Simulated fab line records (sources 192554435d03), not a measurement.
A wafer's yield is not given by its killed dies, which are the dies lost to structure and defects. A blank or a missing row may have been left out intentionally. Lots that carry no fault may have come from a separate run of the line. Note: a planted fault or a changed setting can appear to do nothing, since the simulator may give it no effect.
Lot-split experiment | flow n5_finfet | 7 lots, 21 wafers read, on a route of 1938 steps

== ABOUT THE SPLIT ==
At N5_MIM_BOT_ETCH_ETCH_04 (etches SiNx in CF4/O2, target depth 26 nm, time 13 s), the setting time_s was moved away from the recipe's 13 s on 10 of the 21 wafers read, by -16.4% to +19.4%. For the rest of the wafers, this setting stayed at what the recipe calls for.

The reading is taken at the split's own step.

== THE READING ==
etch.depth_nm (the simulator's own value, which no gauge read), in nm, at N5_MIM_BOT_ETCH_ETCH_04 (etches SiNx in CF4/O2, target depth 26 nm, time 13 s). There is no usual value for it anywhere in the file. Average 26.21 nm, standard deviation 0.39 nm, over the 11 wafers here run with the recipe.

wafer  | tool, chamber at the split | time_s as run, s | against the recipe | etch.depth_nm, nm | against lot-mates on the recipe
L074.3 | rie_diel-06, 2             | 13               | recipe             | 26.51             | -
L074.5 | rie_diel-06, 1             | 15.52            | +19.4%             | 30.68             | +4.17
L074.6 | rie_diel-06, 0             | 15.52            | +19.4%             | 31.09             | +4.58
L079.1 | rie_diel-06, 3             | 13               | recipe             | 26.25             | -
L079.2 | rie_diel-06, 1             | 13               | recipe             | 25.73             | -
L079.4 | rie_diel-06, 2             | 13               | recipe             | 26.51             | -
L081.2 | rie_diel-06, 2             | 13               | recipe             | 26.26             | -
L081.4 | rie_diel-06, 0             | 10.87            | -16.4%             | 21.31             | -4.95
L081.6 | rie_diel-06, 2             | 13               | recipe             | 26.25             | -
L082.2 | rie_diel-04, 0             | 15.19            | +16.8%             | 30.74             | +4.62
L082.3 | rie_diel-04, 3             | 15.19            | +16.8%             | 31.04             | +4.92
L082.6 | rie_diel-04, 1             | 13               | recipe             | 26.12             | -
L084.2 | rie_diel-01, 0             | 14.73            | +13.3%             | 28.89             | +3.23
L084.4 | rie_diel-01, 1             | 13               | recipe             | 26                | -
L084.5 | rie_diel-01, 0             | 13               | recipe             | 25.32             | -
L086.2 | rie_diel-04, 0             | 14.85            | +14.2%             | 29.94             | +3.26
L086.4 | rie_diel-04, 1             | 13               | recipe             | 26.68             | -
L086.6 | rie_diel-04, 0             | 14.85            | +14.2%             | 29.75             | +3.07
L096.1 | rie_diel-01, 1             | 11.74            | -9.7%              | 24.1              | -2.55
L096.4 | rie_diel-01, 3             | 13               | recipe             | 26.65             | -
L096.5 | rie_diel-01, 3             | 11.74            | -9.7%              | 24.31             | -2.34

FIT RESULTS
A straight line over all 21 wafers: etch.depth_nm changes by +0.254 nm for each +1% of time_s; r = +0.99; the points scatter about the line by 0.44 nm.
The same after taking each lot's own level away (the mean of its wafers on the recipe; 21 wafers): +0.254 nm for each +1%; r = +0.99; scatter 0.37 nm.
On that fit, the largest move of time_s shifts the reading by 4.9 nm.
The span of the lots' own levels, 25.660 to 26.680 nm, comes to 2.6 times the standard deviation stated above.
The two slopes agree, so the slope changes little with the lot-to-lot level.
Check: with one of the wafers moved furthest among these (+19.4%) left out of the fit, the line predicts +4.97 nm for it against its lot-mates. Against them it came out at +4.17 nm.

== OTHER SPLITS APPLIED TO THESE WAFERS ==
Note: prior to the reading, these wafers also went through further splits. Each is held against what the fit with the lots' levels taken away leaves over:
other split on the same wafers     | wafers away from the commonest value | r with etch.depth_nm (lot level and that fit taken away)
N5_BEOL_M14_EXPOSE_25 dose_mj      | 7                                    | -0.02
N5_BEOL_M14_TRENCH_ETCH_34 bias_w  | 5                                    | +0.26
N5_MIM_BOT_LITHO_EXPOSE_05 dose_mj | 4                                    | -0.11

== THE FILE'S OWN FIT ==
etch.depth_nm changes by +0.255 nm for each +1% of time_s, r = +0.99.
